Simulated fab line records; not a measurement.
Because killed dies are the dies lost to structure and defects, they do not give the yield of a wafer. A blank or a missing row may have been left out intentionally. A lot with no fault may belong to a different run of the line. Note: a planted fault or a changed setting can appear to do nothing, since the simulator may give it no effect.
fab line records :: flow n5Finfet
record:
  lots: 4
  wafers: 12
  lastDay: 19
route steps=1938 shown MOL_CONTACT_COAG@525 BEOL_M4@1111
lots that met no fault: taken from a fault-free run of the same line
startH: hours from the record's first day to the start of the lot's first wafer shown :: waitH: hours elapsed since this lot's preceding step :: " the same as in the row above :: L1.1+2: one row covering several wafers at once :: - value missing, or start not given :: * or withheld: withheld :: < > ~ a bound
route shown NAME@n: NAME is a module with steps in the file, n the number in the route of the first one :: usual: average and standard deviation across the fault-free wafers :: same: alike in all rows :: chamber/n: place in a boat :: sites: each site's reading :: _std_site: the values' standard deviation :: _edge_site: the outer-site mean with the inner-site mean subtracted :: radiusMm: how far each site lies from the wafer's centre :: mask NAME#n: copy n :: behind: tool/chamber where the wafer was last shaped :: hold: the reason the lot was held/the length of the hold in hours/how it ended :: device: transistor that didn't switch, given as n, p or np :: end of line: at the end of the route, the tests of the same wafers :: a step given without rows: its recipe and nothing more :: killed: dies lost to structure and defects at the first sort, not the wafer's yield :: map: shows each die of a wafer: x if killed, . if not, _ if none is there
set.NAME: the setting as run; set.NAME@STEP: as run at that earlier step :: model.NAME: the simulator's own value behind a step, which no gauge read
a table for each step, a row for each wafer; lots at some steps of the route
services: when a tool's chamber went out of use (startH, in hours from the record's first day, below 0 if earlier), for how many hours, and the reason
== steps ==
step: N5_MOL_CONTACT_COAG_DEVELOP_07
recipe:
  developTimeS: 30
  developer: TMAH
  resist: CAR-EUV
  rinseLiquid: surfactantRinse
  dry: airSpin
  devTempC: 23
step: N5_MOL_CONTACT_COAG_DESCUM_13
recipe:
  chemistry: O2
  timeS: 7
  sourcePowerW: 50
  biasPowerW: 20
  pressureMtorr: 20
  rfFrequencyHz: 2.712e+07
  tempC: 40
  resist: CAR-EUV
  o2FlowSccm: 225
step: N5_MOL_CONTACT_COAG_ETCH_59
recipe:
  chemistry: N2/H2
  target: underlayer
  targetDepthA: 130
  maskMaterial: CAR-EUV
  timeS: 10.4
  ionEnergyEv: 200
  pressureMtorr: 30
  sourceW: 840
  biasW: 150
  n2FlowSccm: 200
  h2FlowSccm: 200
  ends: cleared
step: N5_MOL_CONTACT_COAG_ETCH_105
recipe:
  chemistry: CF4
  target: SiARC
  targetDepthA: 156
  maskMaterial: CAR-EUV
  timeS: 26
  ionEnergyEv: 80
  pressureMtorr: 40
  sourceW: 545
  biasW: 36
  Ar_flow_sccm: 100
  cf4FlowSccm: 100
  ends: cleared
step: N5_MOL_CONTACT_COAG_ETCH_106
recipe:
  chemistry: N2/H2
  target: SOC
  targetDepthA: 800
  overetchA: 160
  maskMaterial: SiARC
  tempC: 40
  timeS: 120
  ionEnergyEv: 200
  pressureMtorr: 30
  sourceW: 840
  biasW: 150
  n2FlowSccm: 200
  h2FlowSccm: 200
step: N5_MOL_CONTACT_COAG_STRIP_107
recipe:
  chemistry: N2/H2
  tempC: 40
  n2FlowSccm: 200
  h2FlowSccm: 200
  rfFrequencyHz: 6e+07
step: N5_MOL_CONTACT_COAG_STRIP_108
recipe:
  chemistry: N2/H2
  tempC: 40
  n2FlowSccm: 200
  h2FlowSccm: 200
  rfFrequencyHz: 6e+07
step: N5_MOL_CONTACT_COAG_CONTACT_ETCH_14
recipe:
  chemistry: C4F6/O2
  target: SiO2
  targetDepthA: 275
  overetchA: 85
  maskMaterial: SOC
  pressureMtorr: 30
  sourceW: 370
  biasW: 185
  Ar_flow_sccm: 300
  C4F6_flow_sccm: 16
  O2_flow_sccm: 10
  timeS: 20
  ionEnergyEv: 259.6
step: N5_MOL_CONTACT_COAG_STRIP_109
recipe:
  chemistry: C4F6/O2
  resist: SiARC
  rfFrequencyHz: 6e+07
step: N5_MOL_CONTACT_COAG_ETCH_15
recipe:
  chemistry: CH3F/O2
  target: SiNx
  targetDepthA: 70
  maskMaterial: SOC
  stopOn: Si:P
  overEtchFrac: 0.75
  ionEnergyEv: 120
  pressureMtorr: 30
  sourceW: 395
  biasW: 73
  Ar_flow_sccm: 150
  CH3F_flow_sccm: 30
  O2_flow_sccm: 20
usual:
  drypumpMotorCurrentA: 6.01/0.21
  oes_ar_750_au: 0.77/0.064
  oesProductAu: 0.56/0.046
  overEtchFrac: 0.75/0
  rfVppV: 296/5.9
  showerheadPlenumPTorr: 1.95/0.052
  throttleValvePct: 16.39/0.2
lot.wafer: L959.1
tool: rieDiel-02
chamber: 1
startH: 137.43
waitH: 0.0
drypumpMotorCurrentA: 6.27
oes_ar_750_au: 0.68
oesProductAu: 0.50
overEtchFrac: 0.75
rfHoursCounterH: 245
rfVppV: 307
showerheadPlenumPTorr: 1.90
throttleValvePct: 16.69
model.SOC_of_MOL_CONTACT_COAG_COAT_103.thkNm: 75.8

lot.wafer: L959.4
tool: rieDiel-02
chamber: 0
startH: 137.43
waitH: 0.0
drypumpMotorCurrentA: 6.29
oes_ar_750_au: 0.87
oesProductAu: 0.64
overEtchFrac: 0.75
rfHoursCounterH: 38
rfVppV: 289
showerheadPlenumPTorr: 1.95
throttleValvePct: 16.15
model.SOC_of_MOL_CONTACT_COAG_COAT_103.thkNm: 75.6

lot.wafer: L959.5
tool: rieDiel-02
chamber: 1
startH: 137.43
waitH: 0.0
drypumpMotorCurrentA: 6.26
oes_ar_750_au: 0.68
oesProductAu: 0.50
overEtchFrac: 0.75
rfHoursCounterH: -
rfVppV: 304
showerheadPlenumPTorr: 1.90
throttleValvePct: 16.69
model.SOC_of_MOL_CONTACT_COAG_COAT_103.thkNm: 75.6

lot.wafer: L967.3
tool: rieDiel-02
chamber: 3
startH: 185.83
waitH: 0.0
drypumpMotorCurrentA: 6.13
oes_ar_750_au: 0.90
oesProductAu: 0.65
overEtchFrac: 0.75
rfHoursCounterH: 25
rfVppV: 298
showerheadPlenumPTorr: 2.06
throttleValvePct: 15.96
model.SOC_of_MOL_CONTACT_COAG_COAT_103.thkNm: 75.2

lot.wafer: L967.5
tool: rieDiel-02
chamber: 2
startH: 185.83
waitH: 0.0
drypumpMotorCurrentA: 6.14
oes_ar_750_au: 0.75
oesProductAu: 0.47
overEtchFrac: 1.5767
rfHoursCounterH: -
rfVppV: 301
showerheadPlenumPTorr: 1.92
throttleValvePct: 16.18
model.SOC_of_MOL_CONTACT_COAG_COAT_103.thkNm: 73.4

lot.wafer: L967.6
tool: rieDiel-02
chamber: 3
startH: 185.83
waitH: 0.0
drypumpMotorCurrentA: 6.11
oes_ar_750_au: 0.92
oesProductAu: 0.64
overEtchFrac: 0.75
rfHoursCounterH: -
rfVppV: 298
showerheadPlenumPTorr: 2.06
throttleValvePct: 15.98
model.SOC_of_MOL_CONTACT_COAG_COAT_103.thkNm: 75

lot.wafer: L968.1
tool: rieDiel-02
chamber: 2
startH: 187.78
waitH: 0.0
drypumpMotorCurrentA: 6.17
oes_ar_750_au: 0.76
oesProductAu: 0.47
overEtchFrac: 1.5767
rfHoursCounterH: 165
rfVppV: 300
showerheadPlenumPTorr: 1.92
throttleValvePct: 16.19
model.SOC_of_MOL_CONTACT_COAG_COAT_103.thkNm: 73.2

lot.wafer: L968.4
tool: rieDiel-02
chamber: 1
startH: 187.78
waitH: 0.0
drypumpMotorCurrentA: 6.30
oes_ar_750_au: 0.93
oesProductAu: 0.68
overEtchFrac: 0.75
rfHoursCounterH: 6
rfVppV: 311
showerheadPlenumPTorr: 2.15
throttleValvePct: 16.15
model.SOC_of_MOL_CONTACT_COAG_COAT_103.thkNm: 74.8

lot.wafer: L968.6
tool: rieDiel-02
chamber: 0
startH: 187.78
waitH: 0.0
drypumpMotorCurrentA: 6.28
oes_ar_750_au: 0.84
oesProductAu: 0.62
overEtchFrac: 0.75
rfHoursCounterH: -
rfVppV: 287
showerheadPlenumPTorr: 1.95
throttleValvePct: 16.21
model.SOC_of_MOL_CONTACT_COAG_COAT_103.thkNm: 75

lot.wafer: L971.3
tool: rieDiel-03
chamber: 1
startH: 207.35
waitH: 0.0
drypumpMotorCurrentA: 5.93
oes_ar_750_au: 0.70
oesProductAu: 0.53
overEtchFrac: 0.75
rfHoursCounterH: 161
rfVppV: 299
showerheadPlenumPTorr: 1.89
throttleValvePct: 16.54
model.SOC_of_MOL_CONTACT_COAG_COAT_103.thkNm: 75.2

lot.wafer: L971.5
tool: rieDiel-03
chamber: 1
startH: 207.35
waitH: 0.0
drypumpMotorCurrentA: 5.93
oes_ar_750_au: 0.70
oesProductAu: 0.53
overEtchFrac: 0.75
rfHoursCounterH: -
rfVppV: 297
showerheadPlenumPTorr: 1.89
throttleValvePct: 16.54
model.SOC_of_MOL_CONTACT_COAG_COAT_103.thkNm: 75

lot.wafer: L971.6
tool: rieDiel-03
chamber: 2
startH: 207.35
waitH: 0.0
drypumpMotorCurrentA: 6.08
oes_ar_750_au: 0.77
oesProductAu: 0.56
overEtchFrac: 0.75
rfHoursCounterH: -
rfVppV: 291
showerheadPlenumPTorr: 1.93
throttleValvePct: 16.33
model.SOC_of_MOL_CONTACT_COAG_COAT_103.thkNm: 75.4
step: N5_MOL_CONTACT_COAG_ETCH_110
recipe:
  chemistry: CF4/O2
  target: Si
  targetDepthA: 25
  timeS: 8
  pressureMtorr: 100
  sourceW: 200
  biasW: 12
  ionEnergyEv: 60
  Ar_flow_sccm: 100
  cf4FlowSccm: 100
  O2_flow_sccm: 10
usual:
  drypumpMotorCurrentA: 6.00/0.21
  oes_ar_750_au: 0.77/0.067
  oesProductAu: 0.77/0.067
  rfVppV: 127.0/2.7
  showerheadPlenumPTorr: 2.18/0.05
  throttleValvePct: 10.82/0.26
lot.wafer: L959.1
tool: rieDiel-02
chamber: 1
startH: 137.49
waitH: 0.0
drypumpMotorCurrentA: 6.30
oes_ar_750_au: 0.68
oesProductAu: 0.67
rfHoursCounterH: 245
rfVppV: 130.9
showerheadPlenumPTorr: 2.11
throttleValvePct: 11.10
model.SOC_of_MOL_CONTACT_COAG_COAT_103.thkNm: 74.2

lot.wafer: L959.4
tool: rieDiel-02
chamber: 0
startH: 137.49
waitH: 0.0
drypumpMotorCurrentA: 6.27
oes_ar_750_au: 0.86
oesProductAu: 0.86
rfHoursCounterH: 38
rfVppV: 122.3
showerheadPlenumPTorr: 2.18
throttleValvePct: 10.52
model.SOC_of_MOL_CONTACT_COAG_COAT_103.thkNm: 74

lot.wafer: L959.5
tool: rieDiel-02
chamber: 1
startH: 137.49
waitH: 0.0
drypumpMotorCurrentA: 6.28
oes_ar_750_au: 0.68
oesProductAu: 0.68
rfHoursCounterH: -
rfVppV: 131.9
showerheadPlenumPTorr: 2.11
throttleValvePct: 11.11
model.SOC_of_MOL_CONTACT_COAG_COAT_103.thkNm: 74

lot.wafer: L967.3
tool: rieDiel-02
chamber: 3
startH: 185.89
waitH: 0.0
drypumpMotorCurrentA: 6.11
oes_ar_750_au: 0.93
oesProductAu: 0.91
rfHoursCounterH: 26
rfVppV: 126.7
showerheadPlenumPTorr: 2.27
throttleValvePct: 10.25
model.SOC_of_MOL_CONTACT_COAG_COAT_103.thkNm: 73.6

lot.wafer: L967.5
tool: rieDiel-02
chamber: 2
startH: 185.89
waitH: 0.0
drypumpMotorCurrentA: 6.11
oes_ar_750_au: 0.76
oesProductAu: 0.77
rfHoursCounterH: -
rfVppV: 130.1
showerheadPlenumPTorr: 2.14
throttleValvePct: 10.74
model.SOC_of_MOL_CONTACT_COAG_COAT_103.thkNm: 72

lot.wafer: L967.6
tool: rieDiel-02
chamber: 3
startH: 185.89
waitH: 0.0
drypumpMotorCurrentA: 6.10
oes_ar_750_au: 0.91
oesProductAu: 0.92
rfHoursCounterH: -
rfVppV: 127.1
showerheadPlenumPTorr: 2.27
throttleValvePct: 10.25
model.SOC_of_MOL_CONTACT_COAG_COAT_103.thkNm: 73.4

lot.wafer: L968.1
tool: rieDiel-02
chamber: 2
startH: 187.84
waitH: 0.0
drypumpMotorCurrentA: 6.17
oes_ar_750_au: 0.75
oesProductAu: 0.77
rfHoursCounterH: 165
rfVppV: 128.5
showerheadPlenumPTorr: 2.14
throttleValvePct: 10.73
model.SOC_of_MOL_CONTACT_COAG_COAT_103.thkNm: 71.6

lot.wafer: L968.4
tool: rieDiel-02
chamber: 1
startH: 187.84
waitH: 0.0
drypumpMotorCurrentA: 6.31
oes_ar_750_au: 0.93
oesProductAu: 0.95
rfHoursCounterH: 6
rfVppV: 133.5
showerheadPlenumPTorr: 2.37
throttleValvePct: 10.39
model.SOC_of_MOL_CONTACT_COAG_COAT_103.thkNm: 73.2

lot.wafer: L968.6
tool: rieDiel-02
chamber: 0
startH: 187.84
waitH: 0.0
drypumpMotorCurrentA: 6.28
oes_ar_750_au: 0.83
oesProductAu: 0.83
rfHoursCounterH: -
rfVppV: 123.9
showerheadPlenumPTorr: 2.18
throttleValvePct: 10.58
model.SOC_of_MOL_CONTACT_COAG_COAT_103.thkNm: 73.6

lot.wafer: L971.3
tool: rieDiel-03
chamber: 1
startH: 207.41
waitH: 0.0
drypumpMotorCurrentA: 5.91
oes_ar_750_au: 0.69
oesProductAu: 0.71
rfHoursCounterH: 161
rfVppV: 127.7
showerheadPlenumPTorr: 2.12
throttleValvePct: 11.03
model.SOC_of_MOL_CONTACT_COAG_COAT_103.thkNm: 73.8

lot.wafer: L971.5
tool: rieDiel-03
chamber: 1
startH: 207.41
waitH: 0.0
drypumpMotorCurrentA: 5.94
oes_ar_750_au: 0.69
oesProductAu: 0.72
rfHoursCounterH: -
rfVppV: 127.7
showerheadPlenumPTorr: 2.13
throttleValvePct: 11.02
model.SOC_of_MOL_CONTACT_COAG_COAT_103.thkNm: 73.6

lot.wafer: L971.6
tool: rieDiel-03
chamber: 2
startH: 207.41
waitH: 0.0
drypumpMotorCurrentA: 6.07
oes_ar_750_au: 0.78
oesProductAu: 0.74
rfHoursCounterH: -
rfVppV: 125.3
showerheadPlenumPTorr: 2.14
throttleValvePct: 10.67
model.SOC_of_MOL_CONTACT_COAG_COAT_103.thkNm: 74
step: N5_MOL_CONTACT_COAG_STRIP_98
recipe:
  chemistry: N2/H2
  powerW: 500
  tempC: 40
  pressureMtorr: 50
  rfFrequencyHz: 6e+07
  overashFraction: 0.3
  biasPowerW: 8
  h2Frac: 0.5
  n2FlowSccm: 300
  h2FlowSccm: 300
step: N5_BEOL_M4_RC_MEAS_101
usual:
  DIBL_N: 36.3/1.9
  DIBL_P: 36.6/2.4
  IOFF_N: 0.17/0.037
  IOFF_P: 0.23/0.04
  ION_N: 682/14
  ION_P: 468/8.6
  SS_N: 71.6/0.67
  SS_P: 73.4/0.71
  VT_N: 248/3.3
  VT_P: -248.9/2.9
lot.wafer: L959.1
tool: prober-01
chamber: 0
startH: 228.26
waitH: 0.0
DIBL_N[mV/V]: 34.0
DIBL_P[mV/V]: 32.0
IOFF_N[nA/um]: 0.11
IOFF_P[nA/um]: 0.16
ION_N[uA/um]: 658
ION_P[uA/um]: 454
SS_N[mV/dec]: 71.5
SS_P[mV/dec]: 72.7
VT_N[mV]: 257
VT_P[mV]: -253.9

lot.wafer: L959.4
tool: prober-01
chamber: 0
startH: 228.26
waitH: 0.0
DIBL_N[mV/V]: 38.6
DIBL_P[mV/V]: 38.7
IOFF_N[nA/um]: 0.20
IOFF_P[nA/um]: 0.26
ION_N[uA/um]: 689
ION_P[uA/um]: 469
SS_N[mV/dec]: 71.8
SS_P[mV/dec]: 74.3
VT_N[mV]: 247
VT_P[mV]: -245.8

lot.wafer: L959.5
tool: prober-01
chamber: 0
startH: 228.26
waitH: 0.0
DIBL_N[mV/V]: 36.0
DIBL_P[mV/V]: 35.8
IOFF_N[nA/um]: 0.15
IOFF_P[nA/um]: 0.22
ION_N[uA/um]: 686
ION_P[uA/um]: 468
SS_N[mV/dec]: 71.1
SS_P[mV/dec]: 73.8
VT_N[mV]: 250
VT_P[mV]: -248.4

lot.wafer: L967.3
tool: prober-01
chamber: 0
startH: 296.00
waitH: 0.3
DIBL_N[mV/V]: 35.3
DIBL_P[mV/V]: 34.3
IOFF_N[nA/um]: 0.15
IOFF_P[nA/um]: 0.19
ION_N[uA/um]: 674
ION_P[uA/um]: 462
SS_N[mV/dec]: 71.1
SS_P[mV/dec]: 73.1
VT_N[mV]: 249
VT_P[mV]: -250.4

lot.wafer: L967.5
tool: prober-01
chamber: 0
startH: 296.00
waitH: 0.3
DIBL_N[mV/V]: 36.9
DIBL_P[mV/V]: 38.1
IOFF_N[nA/um]: 0.19
IOFF_P[nA/um]: 0.25
ION_N[uA/um]: 687
ION_P[uA/um]: 473
SS_N[mV/dec]: 71.5
SS_P[mV/dec]: 73.7
VT_N[mV]: 247
VT_P[mV]: -247.7

lot.wafer: L967.6
tool: prober-01
chamber: 0
startH: 296.00
waitH: 0.3
DIBL_N[mV/V]: 37.0
DIBL_P[mV/V]: 37.3
IOFF_N[nA/um]: 0.18
IOFF_P[nA/um]: 0.23
ION_N[uA/um]: 676
ION_P[uA/um]: 461
SS_N[mV/dec]: 71.7
SS_P[mV/dec]: 73.1
VT_N[mV]: 248
VT_P[mV]: -246.8

lot.wafer: L968.1
tool: prober-02
chamber: 0
startH: 331.91
waitH: 0.0
DIBL_N[mV/V]: 37.4
DIBL_P[mV/V]: 37.1
IOFF_N[nA/um]: 0.17
IOFF_P[nA/um]: 0.21
ION_N[uA/um]: 676
ION_P[uA/um]: 461
SS_N[mV/dec]: 71.5
SS_P[mV/dec]: 72.9
VT_N[mV]: 247
VT_P[mV]: -250.8

lot.wafer: L968.4
tool: prober-02
chamber: 0
startH: 331.91
waitH: 0.0
DIBL_N[mV/V]: 37.4
DIBL_P[mV/V]: 35.6
IOFF_N[nA/um]: 0.18
IOFF_P[nA/um]: 0.20
ION_N[uA/um]: 674
ION_P[uA/um]: 461
SS_N[mV/dec]: 72.4
SS_P[mV/dec]: 72.9
VT_N[mV]: 245
VT_P[mV]: -251.6

lot.wafer: L968.6
tool: prober-02
chamber: 0
startH: 331.91
waitH: 0.0
DIBL_N[mV/V]: 35.4
DIBL_P[mV/V]: 34.7
IOFF_N[nA/um]: 0.14
IOFF_P[nA/um]: 0.18
ION_N[uA/um]: 665
ION_P[uA/um]: 455
SS_N[mV/dec]: 71.6
SS_P[mV/dec]: 72.2
VT_N[mV]: 250
VT_P[mV]: -253.6

lot.wafer: L971.3
tool: prober-02
chamber: 0
startH: 345.82
waitH: 0.3
DIBL_N[mV/V]: 35.8
DIBL_P[mV/V]: 35.1
IOFF_N[nA/um]: 0.16
IOFF_P[nA/um]: 0.23
ION_N[uA/um]: 678
ION_P[uA/um]: 465
SS_N[mV/dec]: 71.3
SS_P[mV/dec]: 73.2
VT_N[mV]: 249
VT_P[mV]: -247.8

lot.wafer: L971.5
tool: prober-02
chamber: 0
startH: 345.82
waitH: 0.3
DIBL_N[mV/V]: 34.2
DIBL_P[mV/V]: 32.6
IOFF_N[nA/um]: 0.13
IOFF_P[nA/um]: 0.19
ION_N[uA/um]: 662
ION_P[uA/um]: 459
SS_N[mV/dec]: 71.3
SS_P[mV/dec]: 72.6
VT_N[mV]: 252
VT_P[mV]: -250.1

lot.wafer: L971.6
tool: prober-02
chamber: 0
startH: 345.82
waitH: 0.3
DIBL_N[mV/V]: 35.7
DIBL_P[mV/V]: 35.1
IOFF_N[nA/um]: 0.15
IOFF_P[nA/um]: 0.23
ION_N[uA/um]: 695
ION_P[uA/um]: 479
SS_N[mV/dec]: 70.8
SS_P[mV/dec]: 73.6
VT_N[mV]: 249
VT_P[mV]: -246.3
== services ==
tool: rieDiel-02
chamber: 1
startH: 151.07
hours: -
kind: clean

tool: rieDiel-02
chamber: 1
startH: 151.07
hours: -
kind: consumableReplace:focusRing

tool: rieDiel-02
chamber: 1
startH: 151.07
hours: -
kind: consumableReplace:showerhead

tool: rieDiel-02
chamber: 1
startH: 151.07
hours: 18.1
kind: scheduledDown

tool: rieDiel-02
chamber: 1
startH: 151.07
hours: 18.1
kind: ventCycle
== key ==
firstSign:
  step: N5_MOL_CONTACT_COAG_ETCH_15
  reading: overEtchFrac
  direction: up
  sigmas: 99+
  usual: 0.75
  struck: 1.5767
effect none on later readings
modelEffect:
  step: N5_MOL_CONTACT_COAG_ETCH_15
  value: SOC_of_MOL_CONTACT_COAG_COAT_103.thkNm
  without: 74.9
  struck: 73.3
modelEffect:
  step: N5_MOL_CONTACT_COAG_ETCH_110
  value: SOC_of_MOL_CONTACT_COAG_COAT_103.thkNm
  without: 73.4
  struck: 71.8
metAt N5_MOL_CONTACT_COAG_ETCH_15
struckWafers L967.5,L968.1
fault:
  kind: processParameterDrift
  tool: rieDiel-02
  chamber: 2
  onsetH: 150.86
  steps: N5_MOL_CONTACT_COAG_ETCH_15
  channel: overEtchFrac
  offset: 0.82674
  shape: step
  endH: 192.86
  actsIn: theseRecipesOnly
  stated: 0.75
